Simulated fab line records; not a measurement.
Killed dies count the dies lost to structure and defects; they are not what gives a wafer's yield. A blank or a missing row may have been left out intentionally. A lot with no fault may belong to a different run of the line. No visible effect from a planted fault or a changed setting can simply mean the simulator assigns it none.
Matching of chambers	flow nandHarc	rieSi-05 running NHARC_P_ZERO_WELL_ETCH_63: 4 sister chambers
The step etches the open film in HBr/Cl2, target depth 120 nm, time 40.1 s. 4 wafers are shown with their chamber, then 8 later ones without.

## WAFERS, EACH WITH ITS CHAMBER
wafer	chamber	drypumpMotorCurrentA (A)
L084.1	0	5.6
L087.5	2	5.9
L087.6	3	5.6
L092.1	1	6.0

## WAFERS MISSING THEIR CHAMBER
wafer	drypumpMotorCurrentA (A)
L092.3	5.9
L092.5	5.6
L093.1	5.6
L093.2	5.8
L093.6	6.0
L095.1	5.6
L095.4	5.9
L095.5	5.6

## THE CHAMBER EACH PASSED THROUGH
wafer	from the rows above	in truth
L092.3	2	2
L092.5	can't be placed: 0 or 3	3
L093.1	can't be placed: 0 or 3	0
L093.2	2	2
L093.6	1	1
L095.1	can't be placed: 0 or 3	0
L095.4	2	2
L095.5	can't be placed: 0 or 3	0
4 of 8 placed correctly. Unplaceable from these rows: 4, with the true chamber sitting among the candidates in 4. Placed wrongly: 0.
How it was worked out, from the rows above alone: a wafer's distance from a chamber is the root of the sum, over the readings, of the square of ((its reading less the chamber's mean) divided by the reading's scatter). The wafer belongs to the nearest chamber; if the next one is less than 2 further off, it can't be placed. Each chamber's mean is taken over the wafers shown for it. The scatter (one wafer shown for each chamber): square how far every hidden wafer sits from the nearest shown wafer, average those squares and take the square root.
